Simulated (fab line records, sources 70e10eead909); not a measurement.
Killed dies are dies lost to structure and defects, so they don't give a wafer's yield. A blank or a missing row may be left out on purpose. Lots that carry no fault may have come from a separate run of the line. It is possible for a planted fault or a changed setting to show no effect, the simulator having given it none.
Which tool did it? ; flow nandHarc ; 6 lots, 18 wafers sampled, at 3 steps of a route of 1302

## WHAT THE GAUGES SHOWED, per wafer
NHARC_P_GATE_CD_MEAS_26 targets a cd of 120 nm.
lot;measured;on;cdNm (nm)
L326;day 5 17:33;cdSem-01;119.9 119.9 119.5
L332;day 7 18:11;cdSem-01;120.5 120.0 119.7
L334;day 8 17:50;cdSem-02;120.5 120.1 120.2
L336;day 9 13:20;cdSem-03;120.0 119.6 119.8
L343;day 12 14:24;cdSem-03;119.6 119.0 119.2
L348;day 14 14:29;cdSem-02;119.7 120.0 119.7

## WHAT TOOL EACH LOT RAN ON (gives the tool, then ch and the chambers of the sampled wafers, and finally the start)
lot;NHARC_P_ZERO_WELL_DESCUM_39;NHARC_P_GATE_EXPOSE_23
L326;rieDiel-02 ch 0,1, day 2 10:16;arfiScanner-02 ch 0, day 5 17:25
L332;rieDiel-10 ch 0,3, day 4 22:10;arfiScanner-01 ch 0, day 7 18:03
L334;rieDiel-11 ch 1,2, day 5 18:35;arfiScanner-03 ch 0, day 8 17:41
L336;rieDiel-02 ch 0,2, day 6 14:25;arfiScanner-02 ch 0, day 9 13:12
L343;rieDiel-10 ch 0,2,3, day 9 12:11;arfiScanner-01 ch 0, day 12 14:16
L348;rieDiel-02 ch 0,1,3, day 11 14:20;arfiScanner-01 ch 0, day 14 14:21
- NHARC_P_ZERO_WELL_DESCUM_39: chemistry O2, time 3 s.
- NHARC_P_GATE_EXPOSE_23: exposes mask P GATE, target cd 120 nm.

## THE ANSWER, worked out from the rows above alone
Rule: the lots themselves supply what counts as usual. Put in order of their means at a reading, lots are off if they are a third of the lots or fewer, leave a main group of 4 or more, and stand apart from it by a gap of 3 or more times the standard deviation of the main group's means; of several such gaps the widest counts. Not used: any main group whose means are identical at the precision the tables above print for the reading. Also off: a lot with no number at a reading for which 4 or more lots have one. All remaining lots with rows at the step are treated as sound.
Nothing can be told from this: no lot is off at any reading shown.

## WHAT THE SIMULATOR HAD PUT IN
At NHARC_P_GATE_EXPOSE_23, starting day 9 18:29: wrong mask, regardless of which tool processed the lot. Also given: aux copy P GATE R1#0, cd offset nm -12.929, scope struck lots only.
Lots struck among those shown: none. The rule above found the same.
